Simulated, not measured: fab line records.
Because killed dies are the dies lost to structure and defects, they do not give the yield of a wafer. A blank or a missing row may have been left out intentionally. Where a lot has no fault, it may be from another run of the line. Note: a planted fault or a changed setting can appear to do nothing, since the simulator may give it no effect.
Matching of chambers	flow nand harc	NHARC_P_CONTACT_CMP_24 on cmp-03 has 4 sister chambers
The step polishes, t overpolish 30 s, target thk 200 nm. 8 wafers are shown with their chamber, then 7 later ones without.

WAFERS WITH THEIR CHAMBER
wafer	chamber	time to endpoint s (s)	motor current A (A)
L081.5	2	38.6	12.2
L082.5	3	42.6	11.7
L084.4	2	39.5	11.6
L085.1	3	38.3	12.2
L085.5	1	43.2	12.5
L085.6	0	38.7	12.8
L088.1	1	48.4	12.2
L088.3	0	39.1	12.0

WAFERS WITH NO CHAMBER GIVEN
wafer	time to endpoint s (s)	motor current A (A)
L088.4	40.4	11.9
L092.1	39.9	12.5
L092.4	46.1	12.0
L092.6	39.8	12.8
L094.3	42.5	11.5
L094.4	39.7	11.7
L094.5	32.0	12.0

WHICH CHAMBER EACH ONE RAN IN
wafer	from the rows above	in truth
L088.4	can't be placed: 3 or 2 or 0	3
L092.1	can't be placed: 0 or 3 or 2 or 1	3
L092.4	can't be placed: 1 or 3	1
L092.6	can't be placed: 0 or 3 or 2 or 1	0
L094.3	can't be placed: 3 or 2 or 1 or 0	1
L094.4	can't be placed: 2 or 3 or 0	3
L094.5	can't be placed: 2 or 0 or 3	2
0 of 7 placed correctly. From these rows, 7 cannot be placed; in 7 the true chamber is one of the candidates. 0 placed wrongly.
How it was worked out, from the rows above alone: a wafer's distance from a chamber is the root of the sum, over the readings, of the square of ((its reading less the chamber's mean) divided by the reading's scatter). If the next closest chamber is less than 2 further off than the closest, the wafer can't be placed; otherwise it belongs to the closest. A chamber's mean is the mean of its shown wafers. How the scatter is found: for the shown wafers, subtract from each reading the mean of its chamber, square and add these, divide the total by (wafers less chambers), then take the root.
